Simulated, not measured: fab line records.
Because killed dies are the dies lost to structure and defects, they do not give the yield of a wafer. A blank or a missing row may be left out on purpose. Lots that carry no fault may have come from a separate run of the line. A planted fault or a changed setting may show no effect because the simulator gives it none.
Chamber matching + flow n5_finfet + 4 sister chambers for N5_BEOL_M9_ETCH_65 on rie_diel-06
The step etches SiARC in CF4, target depth 15.6 nm, time 26 s. 8 wafers are shown with their chamber, then 9 later ones without.

## EACH WAFER AND ITS CHAMBER
| wafer  | chamber | showerhead_plenum_p_Torr (Torr) | throttle_valve_pct (%) |
|--------|---------|---------------------------------|------------------------|
| L077.4 | 1       | 2.28                            | 15.39                  |
| L080.6 | 1       | 2.27                            | 15.39                  |
| L083.2 | 3       | 2.10                            | 15.50                  |
| L083.3 | 2       | 2.15                            | 15.72                  |
| L083.6 | 0       | 2.12                            | 15.89                  |
| L081.3 | 0       | 2.11                            | 15.89                  |
| L081.5 | 2       | 2.15                            | 15.74                  |
| L081.6 | 3       | 2.10                            | 15.50                  |

## WAFERS WITHOUT THEIR CHAMBER
| wafer  | showerhead_plenum_p_Torr (Torr) | throttle_valve_pct (%) |
|--------|---------------------------------|------------------------|
| L089.3 | 2.09                            | 15.51                  |
| L089.4 | 2.27                            | 15.43                  |
| L089.5 | 2.15                            | 15.77                  |
| L094.1 | 2.14                            | 15.78                  |
| L094.2 | 2.09                            | 15.56                  |
| L094.3 | 2.26                            | 15.46                  |
| L096.4 | 2.08                            | 15.58                  |
| L096.5 | 2.11                            | 15.47                  |
| L096.6 | 2.26                            | 15.49                  |

## WHICH CHAMBER EACH ONE RAN IN
| wafer  | from the rows above | in truth                   |
|--------|---------------------|----------------------------|
| L089.3 | 3                   | 3                          |
| L089.4 | 1                   | 1                          |
| L089.5 | 2                   | 2                          |
| L094.1 | 2                   | 2                          |
| L094.2 | 3                   | 3                          |
| L094.3 | 1                   | 1                          |
| L096.4 | 3                   | 3                          |
| L096.5 | 3                   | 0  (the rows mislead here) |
| L096.6 | 1                   | 1                          |
8 of 9 placed correctly. Left unplaced by these rows: 0. Placed wrongly: 1.
How it was worked out, from the rows above alone: a wafer's distance from a chamber is the root of the sum, over the readings, of the square of ((its reading less the chamber's mean) divided by the reading's scatter). The wafer belongs to the nearest chamber; if the next one is less than 2 further off, it can't be placed. The mean given for a chamber averages the wafers shown for that chamber. The scatter is the square root of a quotient: the sum, over the shown wafers, of each reading's squared deviation from its chamber's mean, divided by wafers minus chambers.
